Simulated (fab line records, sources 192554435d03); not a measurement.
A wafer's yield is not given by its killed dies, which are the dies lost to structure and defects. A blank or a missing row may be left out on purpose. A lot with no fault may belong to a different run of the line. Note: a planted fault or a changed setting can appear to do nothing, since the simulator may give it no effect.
Chamber matching -- flow n5_finfet -- N5_MOL_CONTACT_COAG_DESCUM_13 on rie_diel-04 has 4 sister chambers
The step chemistry O2, time 7 s. 4 wafers are shown with their chamber, then 7 later ones without.

== EACH WAFER AND ITS CHAMBER ==
wafer,chamber,showerhead_plenum_p_Torr (Torr)
L080.3,0,1.98
L086.1,3,2.14
L087.1,1,2.07
L087.4,2,1.97

== WAFERS WITH NO CHAMBER GIVEN ==
wafer,showerhead_plenum_p_Torr (Torr)
L087.5,2.14
L094.2,1.97
L094.3,2.13
L094.5,2.24
L096.1,1.96
L096.3,2.06
L096.5,2.13

== WHICH CHAMBER EACH ONE RAN IN ==
wafer,from the rows above,in truth
L087.5,can't be placed: 3 or 1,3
L094.2,can't be placed: 2 or 0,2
L094.3,can't be placed: 3 or 1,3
L094.5,can't be placed: 3 or 1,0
L096.1,can't be placed: 2 or 0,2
L096.3,can't be placed: 1 or 0 or 3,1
L096.5,can't be placed: 3 or 1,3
Correctly placed: 0 of 7. Not placeable from these rows: 7 (in 6, the candidates include the true chamber). Number placed wrongly: 0.
How it was worked out, from the rows above alone: a wafer's distance from a chamber is the root of the sum, over the readings, of the square of ((its reading less the chamber's mean) divided by the reading's scatter). If the next closest chamber is less than 2 further off than the closest, the wafer can't be placed; otherwise it belongs to the closest. A chamber's mean is the mean of its shown wafers. The scatter: with one shown wafer a chamber, the root of the mean of the squares of how far each hidden wafer lies from its nearest shown one.
